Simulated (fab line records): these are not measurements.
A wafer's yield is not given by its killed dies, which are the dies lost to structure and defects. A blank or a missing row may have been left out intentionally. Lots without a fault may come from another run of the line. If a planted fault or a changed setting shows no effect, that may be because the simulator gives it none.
Matching of chambers || flow n5Finfet || N5_MOL_CONTACT_COAG_DESCUM_45 on rieDiel-02: 4 sister chambers
The step chemistry O2, time 7 s. 8 wafers are shown with their chamber, then 10 later ones without.

## WAFERS WITH THEIR CHAMBER
{"wafer": "L086.2", "chamber": 0, "drypumpMotorCurrentA (A)": 5.2, "showerheadPlenumPTorr (Torr)": 2.05}
{"wafer": "L087.1", "chamber": 3, "drypumpMotorCurrentA (A)": 5.1, "showerheadPlenumPTorr (Torr)": 2.13}
{"wafer": "L087.3", "chamber": 0, "drypumpMotorCurrentA (A)": 5.2, "showerheadPlenumPTorr (Torr)": 2.05}
{"wafer": "L087.4", "chamber": 2, "drypumpMotorCurrentA (A)": 5.8, "showerheadPlenumPTorr (Torr)": 2.06}
{"wafer": "L088.4", "chamber": 2, "drypumpMotorCurrentA (A)": 5.8, "showerheadPlenumPTorr (Torr)": 2.05}
{"wafer": "L088.5", "chamber": 1, "drypumpMotorCurrentA (A)": 6.1, "showerheadPlenumPTorr (Torr)": 2.08}
{"wafer": "L090.1", "chamber": 1, "drypumpMotorCurrentA (A)": 6.2, "showerheadPlenumPTorr (Torr)": 2.08}
{"wafer": "L090.3", "chamber": 3, "drypumpMotorCurrentA (A)": 5.1, "showerheadPlenumPTorr (Torr)": 2.13}

## WAFERS WITH NO CHAMBER GIVEN
{"wafer": "L090.6", "drypumpMotorCurrentA (A)": 5.1, "showerheadPlenumPTorr (Torr)": 2.13}
{"wafer": "L091.2", "drypumpMotorCurrentA (A)": 5.3, "showerheadPlenumPTorr (Torr)": 2.04}
{"wafer": "L091.4", "drypumpMotorCurrentA (A)": 5.7, "showerheadPlenumPTorr (Torr)": 2.05}
{"wafer": "L091.5", "drypumpMotorCurrentA (A)": 6.2, "showerheadPlenumPTorr (Torr)": 2.08}
{"wafer": "L094.3", "drypumpMotorCurrentA (A)": 5.7, "showerheadPlenumPTorr (Torr)": 2.05}
{"wafer": "L094.5", "drypumpMotorCurrentA (A)": 5.2, "showerheadPlenumPTorr (Torr)": 2.04}
{"wafer": "L094.6", "drypumpMotorCurrentA (A)": 6.2, "showerheadPlenumPTorr (Torr)": 2.08}
{"wafer": "L096.1", "drypumpMotorCurrentA (A)": 5.2, "showerheadPlenumPTorr (Torr)": 2.04}
{"wafer": "L096.4", "drypumpMotorCurrentA (A)": 5.1, "showerheadPlenumPTorr (Torr)": 2.12}
{"wafer": "L096.5", "drypumpMotorCurrentA (A)": 6.2, "showerheadPlenumPTorr (Torr)": 2.08}

## EACH ONE'S CHAMBER
{"wafer": "L090.6", "from the rows above": 3, "in truth": 3}
{"wafer": "L091.2", "from the rows above": 0, "in truth": 0}
{"wafer": "L091.4", "from the rows above": 2, "in truth": 2}
{"wafer": "L091.5", "from the rows above": 1, "in truth": 1}
{"wafer": "L094.3", "from the rows above": 2, "in truth": 2}
{"wafer": "L094.5", "from the rows above": 0, "in truth": 0}
{"wafer": "L094.6", "from the rows above": 1, "in truth": 1}
{"wafer": "L096.1", "from the rows above": 0, "in truth": 0}
{"wafer": "L096.4", "from the rows above": 3, "in truth": 3}
{"wafer": "L096.5", "from the rows above": 1, "in truth": 1}
Placed correctly: 10 of 10. Left unplaced by these rows: 0. 0 placed wrongly.
How it was worked out, from the rows above alone: a wafer's distance from a chamber is the root of the sum, over the readings, of the square of ((its reading less the chamber's mean) divided by the reading's scatter). If the next closest chamber is less than 2 further off than the closest, the wafer can't be placed; otherwise it belongs to the closest. A chamber's mean is the mean of its shown wafers. The scatter: take each reading less its chamber's mean, square it, sum over the shown wafers, divide by the number of wafers less the number of chambers, and take the root.
